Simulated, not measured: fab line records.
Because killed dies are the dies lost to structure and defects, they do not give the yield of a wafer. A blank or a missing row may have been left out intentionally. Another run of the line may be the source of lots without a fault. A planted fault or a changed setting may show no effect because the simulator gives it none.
A lot that was struck, set against a sound lot    flow nandHarc    15 steps out of a route of 1302
Sound: the wafers L227.1, L227.3, L227.5. Wafers struck: L234.1, L234.2, L234.3. The cause is named last.
At each step with rows: each side's tool, then ch and its chambers, then its first start. Under that, the readings that differ: sound wafers    struck wafers    difference of the means    sigmas: that difference in standard deviations of wafers without a fault.
alike: readings whose means differ by less than 2 such deviations, and words and numbers that are the same on both sides. not compared: withheld readings, readings that some wafer has no value for, bounds like >300 that may hide the same value, and numbers for which the record gives no deviation and whose values overlap.
A row with sigmas, a row that says differs or no value, or rows on one side alone: a step with any of these is where the two part. Numbers that have no deviation but don't overlap get no sigmas and don't part them. A reading missing from all wafers of one side parts the sides only when that side holds two or more wafers.

first, 1 step without rows for these wafers: NHARC_A_ONON_D1_DEP_00 (target thk 1000 nm).
NHARC_A_ONON_D1_THK_MEAS_02: measures by ellipsometry.
  sound on filmMetro-02 at day 9 00:50; struck on filmMetro-02 at day 12 07:43
  alike: thkNm
following that, 1 step holds no rows for these wafers, namely NHARC_A_ONON_D1_DEP_03 (target thickness 1000 nm).
NHARC_A_ONON_D1_THK_MEAS_05: measures by ellipsometry.
  sound on filmMetro-01 at day 9 01:24; struck on filmMetro-02 at day 12 08:17
  alike: thkNm
following that, 1 step holds no rows for these wafers, namely NHARC_A_ONON_D1_DEP_06 (target thickness 1000 nm).
NHARC_A_ONON_D1_THK_MEAS_08: measures by ellipsometry.
  sound on filmMetro-02 at day 9 01:58; struck on filmMetro-01 at day 12 08:50
  alike: thkNm
following that, 1 step holds no rows for these wafers, namely NHARC_A_ONON_D1_DEP_09 (target thickness 1000 nm).
NHARC_A_ONON_D1_THK_MEAS_11: measures by ellipsometry.
  sound on filmMetro-02 at day 9 02:32; struck on filmMetro-01 at day 12 09:24
  alike: thkNm
following that, 1 step holds no rows for these wafers, namely NHARC_A_ONON_D1_DEP_12 (target thickness 1000 nm).
NHARC_A_ONON_D1_THK_MEAS_14: measures by ellipsometry.
  sound on filmMetro-02 at day 9 03:05; struck on filmMetro-02 at day 12 09:58
  alike: thkNm
then, 1 step without rows for these wafers: NHARC_A_ONON_D1_ANNEAL_15 (time 3600 s).
NHARC_A_ONON_D1_DEP_16: target thk 1000 nm.
  sound on pecvdOnon-03 ch 0, day 9 10:21; struck on pecvdOnon-03 ch 0, day 12 17:30
NHARC_A_ONON_D1_THK_MEAS_18: measures by ellipsometry.
  sound on filmMetro-01 at day 9 10:52; struck on filmMetro-02 at day 12 18:00
reading     sound           struck       difference  sigmas
thkNm (nm)  1012 1013 1011  631 630 631  -381        -32
following that, 1 step holds no rows for these wafers, namely NHARC_A_ONON_D1_DEP_19 (target thickness 1000 nm).
-- jump in the record: it breaks off in module A_ONON_D1 and resumes in module END (first step shown: number 1302 of the route), and 16 days separate the struck wafers' starts before and after --
NHARC_END_SORT_01:
  here the record holds rows for the struck wafers (prober-02 ch 0, day 28 21:48) but none for the sound ones

WHERE THEY PART
First at NHARC_A_ONON_D1_THK_MEAS_18; last, within this record, at NHARC_END_SORT_01.

WHY: the cause the simulator had injected
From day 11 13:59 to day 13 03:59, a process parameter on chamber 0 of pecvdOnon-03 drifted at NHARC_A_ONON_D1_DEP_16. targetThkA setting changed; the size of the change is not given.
